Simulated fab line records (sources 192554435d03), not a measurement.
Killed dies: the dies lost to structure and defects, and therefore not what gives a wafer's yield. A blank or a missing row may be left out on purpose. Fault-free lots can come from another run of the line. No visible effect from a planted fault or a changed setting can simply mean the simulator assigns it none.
Which tool did it?    flow n5 finfet    9 lots with 27 wafers sampled at 6 steps, on a route of 1938 steps

WHAT THE GAUGES READ, wafer by wafer
N5_HKMG_FIN_CD_MEAS_12 targets a cd of 92.8 nm.
lot   measured     on         cd nm (nm)
L613  day 4 09:11  cd sem-01  93.2 91.7 93.4
L614  day 4 17:07  cd sem-01  94.0 93.8 93.6
L616  day 5 06:05  cd sem-02  93.6 92.6 94.2
L623  day 6 22:00  cd sem-02  93.7 94.0 93.7
L625  day 7 11:51  cd sem-03  93.0 92.4 92.9
L628  day 8 09:28  cd sem-02  91.6 92.7 92.2
L630  day 8 20:44  cd sem-03  93.3 93.5 93.5
L633  day 9 11:24  cd sem-01  92.9 92.8 93.4
L635  day 9 22:12  cd sem-03  91.8 91.1 91.7

N5_HKMG_FIN_OVL_MEAS_13.
lot   measured     on          NWFM_OVL (nm)
L613  day 4 09:13  overlay-01  0.0 0.6 0.4
L614  day 4 17:08  overlay-01  0.6 1.6 1.2
L616  day 5 06:07  overlay-02  0.1 -0.2 0.1
L623  day 6 22:02  overlay-02  -0.8 -1.1 -0.6
L625  day 7 11:53  overlay-02  0.7 -0.3 0.1
L628  day 8 09:29  overlay-02  1.3 0.8 0.1
L630  day 8 20:46  overlay-02  -0.7 -0.3 -0.7
L633  day 9 11:26  overlay-02  -0.9 0.9 0.2
L635  day 9 22:14  overlay-01  -1.2 -1.0 -0.1

N5_HKMG_FIN_INSPECT_14: inspects for defects (macro).
lot   measured     on                 raw defect count
L613  day 4 09:14  defect inspect-02  4 1 0
L614  day 4 17:10  defect inspect-02  1 4 3
L616  day 5 06:08  defect inspect-02  2 1 2
L623  day 6 22:04  defect inspect-02  >300 >300 >300
L625  day 7 11:55  defect inspect-02  >300 >300 >300
L628  day 8 09:31  defect inspect-01  3 4 3
L630  day 8 20:47  defect inspect-02  0 2 3
L633  day 9 11:28  defect inspect-02  2 3 3
L635  day 9 22:16  defect inspect-02  1 3 1

N5_BEOL_M4_RC_MEAS_101.
lot   measured      on         DIBL_N (mV/V)   DIBL_P (mV/V)   IOFF_N (nA/um)  IOFF_P (nA/um)  ION_N (uA/um)  ION_P (uA/um)  SS_N (mV/dec)   SS_P (mV/dec)   VT_N (mV)    VT_P (mV)
L613  day 8 07:37   prober-01  36.4 34.2 34.7  35.4 31.6 32.5  0.16 0.11 0.13  0.20 0.16 0.16  664 655 662    456 455 454    71.6 70.5 71.2  73.0 72.0 72.5  250 256 253  -251 -256 -257
L614  day 8 12:48   prober-01  34.3 35.8 36.6  33.3 34.4 34.3  0.12 0.15 0.15  0.16 0.17 0.16  668 677 646    456 457 440    71.9 72.1 72.3  72.0 72.7 72.8  251 247 252  -252 -253 -253
L616  day 9 03:26   prober-01  39.0 39.3 34.0  38.2 38.9 32.5  0.22 0.23 0.12  0.31 0.33 0.20  669 663 657    465 463 464    72.4 72.1 70.2  75.0 74.9 72.8  244 244 250  -240 -241 -246
L623  day 11 03:55  prober-01  36.8 37.1 38.4  34.2 35.8 37.2  0.14 0.15 0.17  0.19 0.21 0.24  658 674 674    453 468 468    71.7 72.0 71.9  73.1 72.4 74.4  256 251 250  -252 -251 -248
L625  day 11 15:01  prober-01  36.2 35.2 35.0  35.7 35.6 34.7  0.14 0.14 0.12  0.19 0.20 0.18  658 684 655    453 470 460    71.2 71.1 70.1  72.7 73.4 72.7  252 250 254  -252 -250 -251
L628  day 12 02:13  prober-01  36.8 33.2 35.1  35.9 33.4 33.8  0.17 0.12 0.14  0.19 0.16 0.16  682 677 665    462 466 451    71.5 70.2 71.2  73.5 72.4 73.3  247 252 254  -251 -254 -257
L630  day 12 10:33  prober-01  37.5 34.2 33.3  38.7 34.3 33.9  0.19 0.12 0.11  0.21 0.15 0.14  678 670 655    456 455 443    72.3 71.8 71.4  73.8 73.0 72.8  251 255 255  -252 -259 -259
L633  day 13 10:17  prober-01  37.4 35.4 34.9  37.8 36.2 35.6  0.17 0.14 0.13  0.21 0.18 0.17  682 659 657    463 457 461    72.0 71.1 71.0  74.5 73.8 73.4  251 254 253  -251 -253 -256
L635  day 14 05:07  prober-02  36.1 32.9 36.1  37.4 33.9 37.3  0.16 0.12 0.16  0.21 0.17 0.20  685 672 681    467 457 460    71.8 70.4 71.1  73.0 72.3 73.9  251 252 249  -252 -252 -253

WHAT TOOL EACH LOT RAN ON (gives the tool, then ch and the chambers of the sampled wafers, and finally the start)
lot   N5_HKMG_FIN_ETCH_54                N5_HKMG_FIN_ETCH_55
L613  rie diel-02 ch 1,2, day 4 06:00    rie diel-02 ch 1,2, day 4 06:04
L614  rie diel-04 ch 1,2, day 4 13:50    rie diel-04 ch 1,2, day 4 13:53
L616  rie diel-02 ch 1,3, day 5 02:50    rie diel-02 ch 1,3, day 5 02:53
L623  rie diel-02 ch 0,1,2, day 6 18:43  rie diel-02 ch 0,1,2, day 6 18:46
L625  rie diel-02 ch 0,2, day 7 08:23    rie diel-02 ch 0,2, day 7 08:26
L628  rie diel-04 ch 0,1,3, day 8 06:10  rie diel-04 ch 0,1,3, day 8 06:14
L630  rie diel-04 ch 1,2,3, day 8 17:22  rie diel-04 ch 1,2,3, day 8 17:25
L633  rie diel-04 ch 0,1,2, day 9 08:10  rie diel-04 ch 0,1,2, day 9 08:14
L635  rie diel-04 ch 0,2,3, day 9 18:43  rie diel-04 ch 0,2,3, day 9 18:46
- N5_HKMG_FIN_ETCH_54: etches SiARC in CF4, target depth 45.5 nm, time 75.8 s.
- N5_HKMG_FIN_ETCH_55: etches SOC in N2/H2, target depth 240 nm, time 300 s.

AS READ BY THE TOOLS THEMSELVES (means over the sampled wafers that have a number; for cases with no such wafer, the mark the record gives instead)
N5_HKMG_FIN_ETCH_54.
lot   tool         drypump motor current A (A)  etch rf on time s (s)  oes product au (a.u.)  rf vpp V (V)  showerhead plenum p Torr (Torr)  throttle valve pct (%)
L613  rie diel-02  5.7                          73.9                   0.63                   182.4         2.05                             15.62
L614  rie diel-04  6.1                          76.1                   0.63                   185.2         2.16                             15.67
L616  rie diel-02  6.1                          76.4                   0.61                   184.4         2.15                             15.47
L623  rie diel-02  5.8                          73.8                   0.68                   183.5         2.09                             15.56
L625  rie diel-02  5.9                          75.3                   0.72                   183.4         2.14                             15.48
L628  rie diel-04  5.6                          75.6                   0.71                   184.7         2.20                             15.41
L630  rie diel-04  5.8                          75.5                   0.65                   184.2         2.14                             15.60
L633  rie diel-04  5.9                          75.7                   0.67                   185.4         2.20                             15.57
L635  rie diel-04  5.8                          74.8                   0.69                   184.5         2.16                             15.52

N5_HKMG_FIN_ETCH_55.
lot   tool         drypump motor current A (A)  oes product au (a.u.)  rf vpp V (V)  showerhead plenum p Torr (Torr)  throttle valve pct (%)
L613  rie diel-02  5.7                          0.75                   520.6         2.43                             17.82
L614  rie diel-04  6.1                          0.74                   524.2         2.56                             17.88
L616  rie diel-02  6.1                          0.72                   524.0         2.57                             17.67
L623  rie diel-02  5.8                          0.80                   522.6         2.48                             17.81
L625  rie diel-02  5.9                          0.85                   523.7         2.54                             17.76
L628  rie diel-04  5.6                          0.84                   524.6         2.60                             17.62
L630  rie diel-04  5.9                          0.77                   524.0         2.54                             17.82
L633  rie diel-04  5.8                          0.78                   525.3         2.61                             17.73
L635  rie diel-04  5.8                          0.81                   525.0         2.55                             17.71

THE ANSWER, worked out from the rows above alone
Rule: usual is defined by the lots themselves. Put in order of their means at a reading, lots are off if they are a third of the lots or fewer, leave a main group of 4 or more, and stand apart from it by a gap of 3 or more times the standard deviation of the main group's means; of several such gaps the widest counts. The tables above print the reading to a certain number of digits; a main group whose means all agree to those digits is not used. A lot without any number at a reading at which 4 lots or more have one is off too. The other lots that the step has rows for count as sound. The gauges are gone through in route order, then the tools' own readings, and for those a lot's mean is taken as printed above. The first step at which some lot is off is used, and at that step the reading that is off furthest; a lot without a number counts as furthest.
Off at N5_HKMG_FIN_INSPECT_14 (raw defect count): L623, L625. Without a number there: L623, L625. The main group: mean 2.2, standard deviation 0.64.
If a tool, at a process step before that reading, ran all the lots that are off and no sound lot after the first of them, it fits. Those tools and the gauges at N5_HKMG_FIN_INSPECT_14 are tried in the same way. One candidate fits, namely rie diel-02 at N5_HKMG_FIN_ETCH_54 and N5_HKMG_FIN_ETCH_55. At N5_HKMG_FIN_ETCH_54 its last sound lot is L616 (day 5 02:50), its first lot that is off L623 (day 6 18:43): a fault that began between those two fits.

WHAT THE SIMULATOR HAD INSERTED
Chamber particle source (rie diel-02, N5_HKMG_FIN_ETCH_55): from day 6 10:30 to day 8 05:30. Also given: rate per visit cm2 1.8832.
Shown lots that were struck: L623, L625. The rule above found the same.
